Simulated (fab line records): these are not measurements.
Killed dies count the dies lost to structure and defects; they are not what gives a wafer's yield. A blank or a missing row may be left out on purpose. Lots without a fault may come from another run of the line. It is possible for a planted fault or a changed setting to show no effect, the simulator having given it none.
Chamber matching -- flow n5Finfet -- cvdCo-01 running N5_MOL_CONTACT_COAG_CO_FILL_22: 3 sister chambers
The step material Co, precursor CCTBA/H2, target thk 20 nm. 33 wafers are shown with their chamber, then 12 later ones without.

EACH WAFER AND ITS CHAMBER
wafer,chamber,heaterPowerW (W)
L074.3,2,251
L074.4,2,248
L074.5,1,214
L075.2,2,247
L075.5,1,209
L075.6,0,251
L077.2,2,247
L077.3,0,252
L077.4,2,256
L078.2,2,254
L078.4,2,246
L078.6,0,253
L080.2,2,248
L080.5,1,207
L080.6,0,252
L082.2,2,251
L082.4,0,255
L082.5,1,215
L083.2,0,253
L083.3,2,252
L083.6,0,250
L084.1,1,212
L084.5,1,208
L084.6,2,247
L086.2,2,254
L086.3,0,259
L086.5,0,257
L088.1,1,213
L088.2,2,255
L088.3,0,254
L091.1,1,214
L091.3,0,255
L091.4,0,252

SIGNATURES (means of the wafers above)
reading,chamber 0,chamber 1,chamber 2,scatter within a chamber
heaterPowerW,253.58,211.50,250.46,3.09
Rule: for a wafer and a chamber, the distance is found by dividing, reading by reading, the gap between the wafer's reading and the chamber's mean by the reading's scatter, squaring, summing and taking the root. If the next closest chamber is less than 2 further off than the closest, the wafer can't be placed; otherwise it belongs to the closest. The scatter: the root of (the sum of the squares of (reading less its chamber's mean) over the shown wafers, divided by (wafers less chambers)).

WAFERS WITH NO CHAMBER GIVEN
wafer,heaterPowerW (W)
L092.1,248
L092.3,211
L092.6,208
L094.2,254
L094.3,210
L094.6,251
L096.1,253
L096.3,256
L096.4,254
L097.1,247
L097.2,207
L097.5,262

EACH ONE'S CHAMBER
wafer,from the rows above,in truth
L092.1,can't be placed: 2 or 0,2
L092.3,1,1
L092.6,1,1
L094.2,can't be placed: 0 or 2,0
L094.3,1,1
L094.6,can't be placed: 2 or 0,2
L096.1,can't be placed: 0 or 2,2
L096.3,can't be placed: 0 or 2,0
L096.4,can't be placed: 0 or 2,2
L097.1,can't be placed: 2 or 0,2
L097.2,1,1
L097.5,can't be placed: 0 or 2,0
Correct placement for 4 of the 12. From these rows, 8 cannot be placed; in 8 the true chamber is one of the candidates. Placed wrongly: 0.
